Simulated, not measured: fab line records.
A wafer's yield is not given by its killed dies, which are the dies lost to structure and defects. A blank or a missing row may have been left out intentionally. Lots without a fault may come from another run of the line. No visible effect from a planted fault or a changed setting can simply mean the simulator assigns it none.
Split-lot experiment	flow n5 finfet	21 wafers read from 7 lots, route of 1938 steps

== THE SPLIT ==
At N5_HKMG_FIN_EXPOSE_46 (exposes mask NDIPOLE), the setting dose mj was moved away from the recipe's 40 on 5 of the 21 wafers read, by -3.1% to +6.0%. All remaining wafers had this setting at the recipe value.

== FROM THE SPLIT TO THE READING: what the file shows between them, 1 step ==
- N5_HKMG_FIN_DEVELOP_48: develop time 30 s (also split here: develop time s)

== THE READING ==
Shown in nm: cd nm at N5_HKMG_FIN_CD_MEAS_49, with target cd 202 nm. On this fab line, fault-free wafers typically give 202.0 nm with a standard deviation of 0.7 nm.

wafer	tool, chamber at the split	dose mj as run	against the recipe	cd nm, nm	against lot-mates on the recipe
L075.1	arfi scanner-01, 0	40	recipe	202.4	-
L075.2	arfi scanner-01, 0	40	recipe	202.2	-
L075.4	arfi scanner-01, 0	40	recipe	201.6	-
L086.2	arfi scanner-03, 0	40	recipe	202.2	-
L086.3	arfi scanner-03, 0	40	recipe	201.8	-
L086.4	arfi scanner-03, 0	40	recipe	202.3	-
L087.2	arfi scanner-03, 0	40	recipe	202.3	-
L087.4	arfi scanner-03, 0	40	recipe	201.9	-
L087.5	arfi scanner-03, 0	40	recipe	202.4	-
L090.1	arfi scanner-01, 0	40	recipe	201.6	-
L090.3	arfi scanner-01, 0	40	recipe	200.0	-
L090.4	arfi scanner-01, 0	40	recipe	201.0	-
L091.1	arfi scanner-03, 0	40	recipe	201.8	-
L091.3	arfi scanner-03, 0	39.02	-2.4%	200.3	-1.5
L091.5	arfi scanner-03, 0	39.02	-2.4%	200.6	-1.2
L092.2	arfi scanner-02, 0	38.75	-3.1%	201.3	-2.1
L092.3	arfi scanner-02, 0	38.75	-3.1%	200.8	-2.6
L092.5	arfi scanner-02, 0	40	recipe	203.4	-
L093.1	arfi scanner-02, 0	40	recipe	202.0	-
L093.4	arfi scanner-02, 0	42.4	+6.0%	206.0	+4.0
L093.5	arfi scanner-02, 0	40	recipe	202.0	-

FIT RESULTS
A straight line over all 21 wafers: cd nm changes by +0.559 nm for each +1% of dose mj; r = +0.82; the points scatter about the line by 0.72 nm.
The same after taking each lot's own level away (the mean of its wafers on the recipe; 21 wafers): +0.671 nm for each +1%; r = +0.96; scatter 0.36 nm.
According to that fit, moving dose mj by its largest amount changes the reading by 4 nm.
The span of the lots' own levels, 200.87 to 203.40 nm, comes to 3.6 times the standard deviation stated above.
Thus the slope moves with the lot-to-lot level: the two fits are different.
Check: with one of the wafers moved furthest among these (+6.0%) left out of the fit, the line predicts +4.08 nm for it against its lot-mates. It came out at +4 nm against them.

== THESE WAFERS: OTHER SPLITS ==
These wafers also went through other splits before the reading. Each is held against what the fit with the lots' levels taken away leaves over:
other split on the same wafers	wafers away from the commonest value	r with cd nm (lot level and that fit taken away)
N5_SD_EPI_N_PRECLEAN_49 time s	11	-0.10
N5_SDB_COAT_03 spin rpm	6	+0.10
N5_SDB_COAT_05 spin rpm	6	-0.38
N5_HKMG_FIN_DEVELOP_48 develop time s	3	+0.33

== THE WHOLE CHAIN: every reading that the file lists as answering this split, in the file's order ==
step	what it does	reading	change (the file's fit)	r (the file's)
N5_HKMG_FIN_CD_MEAS_49	target cd 202 nm	cd nm	+0.677 nm for each +1% of the setting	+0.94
N5_HKMG_FIN_ETCH_54	etches SiARC in CF4, target depth 45.5 nm, time 75.8 s	HKMG_FIN.cd offset nm (the simulator's own value, which no gauge read)	+0.624 nm for each +1% of the setting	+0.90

== THE FILE'S OWN FIT ==
cd nm changes by +0.677 nm for each +1% of dose mj, r = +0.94.
